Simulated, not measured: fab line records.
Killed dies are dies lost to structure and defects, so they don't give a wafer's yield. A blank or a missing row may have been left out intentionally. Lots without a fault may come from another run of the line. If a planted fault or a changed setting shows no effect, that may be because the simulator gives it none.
Split-lot study | flow n5 finfet | 39 wafers read from 7 lots, route of 1938 steps

## SPLIT DETAILS
At N5_SD_EPI_P_EXPOSE_06 (exposes mask SD P BLK, target cd 240 nm), the setting dose mj was moved away from the recipe's 39.5 on 18 of the 39 wafers read, by -7.7% to +4.8%. All remaining wafers had this setting at the recipe value.

## FROM THE SPLIT TO THE READING: what the file shows between them, 2 steps
- N5_SD_EPI_P_PEB_07: peb time 60 s
- N5_SD_EPI_P_DEVELOP_08: develop time 30 s

## THE READING
At N5_SD_EPI_P_CD_MEAS_09: cd nm in nanometres, against a target cd of 240 nm. Typical for fault-free wafers on this fab line: 239.9 nm, with standard deviation 0.77 nm.

wafer  | tool, chamber at the split | dose mj as run | against the recipe | cd nm, nm | against lot-mates on the recipe
L074.1 | arfi scanner-01, 0         | 36.46          | -7.7%              | 234.4     | -5.6
L074.2 | arfi scanner-01, 0         | 36.46          | -7.7%              | 235.5     | -4.5
L074.3 | arfi scanner-01, 0         | 39.5           | recipe             | 240.2     | -
L074.4 | arfi scanner-01, 0         | 39.5           | recipe             | 239.9     | -
L074.5 | arfi scanner-01, 0         | 39.5           | recipe             | 239.9     | -
L074.6 | arfi scanner-01, 0         | 36.46          | -7.7%              | 233.6     | -6.4
L078.3 | arfi scanner-03, 0         | 39.5           | recipe             | 240.7     | -
L078.4 | arfi scanner-03, 0         | 39.5           | recipe             | 240.7     | -
L078.6 | arfi scanner-03, 0         | 39.5           | recipe             | 238.9     | -
L081.1 | arfi scanner-01, 0         | 40.32          | +2.1%              | 242.1     | +1.3
L081.2 | arfi scanner-01, 0         | 39.5           | recipe             | 241.1     | -
L081.3 | arfi scanner-01, 0         | 39.5           | recipe             | 241.1     | -
L081.4 | arfi scanner-01, 0         | 39.5           | recipe             | 240.3     | -
L081.5 | arfi scanner-01, 0         | 40.32          | +2.1%              | 241.6     | +0.8
L081.6 | arfi scanner-01, 0         | 40.32          | +2.1%              | 241.4     | +0.6
L086.1 | arfi scanner-01, 0         | 39.5           | recipe             | 239.7     | -
L086.2 | arfi scanner-01, 0         | 39.5           | recipe             | 239.5     | -
L086.3 | arfi scanner-01, 0         | 38.6           | -2.3%              | 238.5     | -1.6
L086.4 | arfi scanner-01, 0         | 38.6           | -2.3%              | 239.0     | -1.1
L086.5 | arfi scanner-01, 0         | 39.5           | recipe             | 241.1     | -
L086.6 | arfi scanner-01, 0         | 38.6           | -2.3%              | 240.6     | +0.5
L093.1 | arfi scanner-03, 0         | 39.5           | recipe             | 241.5     | -
L093.2 | arfi scanner-03, 0         | 39.5           | recipe             | 240.6     | -
L093.3 | arfi scanner-03, 0         | 41.39          | +4.8%              | 244.0     | +2.9
L093.4 | arfi scanner-03, 0         | 39.5           | recipe             | 241.2     | -
L093.5 | arfi scanner-03, 0         | 41.39          | +4.8%              | 243.4     | +2.3
L093.6 | arfi scanner-03, 0         | 41.39          | +4.8%              | 243.7     | +2.6
L096.1 | arfi scanner-03, 0         | 41.11          | +4.1%              | 244.3     | +4.1
L096.2 | arfi scanner-03, 0         | 39.5           | recipe             | 240.7     | -
L096.3 | arfi scanner-03, 0         | 39.5           | recipe             | 240.4     | -
L096.4 | arfi scanner-03, 0         | 41.11          | +4.1%              | 243.3     | +3.1
L096.5 | arfi scanner-03, 0         | 41.11          | +4.1%              | 241.8     | +1.6
L096.6 | arfi scanner-03, 0         | 39.5           | recipe             | 239.5     | -
L097.1 | arfi scanner-02, 0         | 36.91          | -6.6%              | 235.6     | -4.6
L097.2 | arfi scanner-02, 0         | 39.5           | recipe             | 240.4     | -
L097.3 | arfi scanner-02, 0         | 36.91          | -6.6%              | 236.3     | -3.9
L097.4 | arfi scanner-02, 0         | 39.5           | recipe             | 239.8     | -
L097.5 | arfi scanner-02, 0         | 36.91          | -6.6%              | 235.5     | -4.7
L097.6 | arfi scanner-02, 0         | 39.5           | recipe             | 240.5     | -

FIT RESULTS
A straight line over all 39 wafers: cd nm changes by +0.71 nm for each +1% of dose mj; r = +0.96; the points scatter about the line by 0.71 nm.
The same after taking each lot's own level away (the mean of its wafers on the recipe; 39 wafers): +0.655 nm for each +1%; r = +0.96; scatter 0.7 nm.
The reading moves by 5 nm for the largest change in dose mj, on that fit.
From 240.00 to 241.10 nm: that is the span of the lots' own levels, equal to 1.4 times the standard deviation above.
Hence the lot-to-lot level has little effect on the slope; both slopes agree.
Check: for one of the wafers moved furthest among these (-7.7%), held out of the fit, the line's prediction against its lot-mates is -5 nm. Against them it came out at -5.6 nm.

## THESE WAFERS: OTHER SPLITS
These wafers also went through other splits before the reading. Each is held against what the fit with the lots' levels taken away leaves over:
other split on the same wafers | wafers away from the commonest value | r with cd nm (lot level and that fit taken away)
N5_DUMMY_GATE_HM_DEP_06 time s | 30                                   | +0.02

## THE WHOLE CHAIN: every reading that the file lists as answering this split, in the file's order
step                   | what it does             | reading                                                         | change (the file's fit)               | r (the file's)
N5_SD_EPI_P_CD_MEAS_09 | target cd 240 nm         | cd nm                                                           | +0.656 nm for each +1% of the setting | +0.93
N5_SD_EPI_P_DESCUM_14  | chemistry O2, time 7.9 s | SD_EPI_P.cd nm (the simulator's own value, which no gauge read) | +0.639 nm for each +1% of the setting | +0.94

## FILE'S OWN FIT
cd nm changes by +0.656 nm for each +1% of dose mj, r = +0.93.
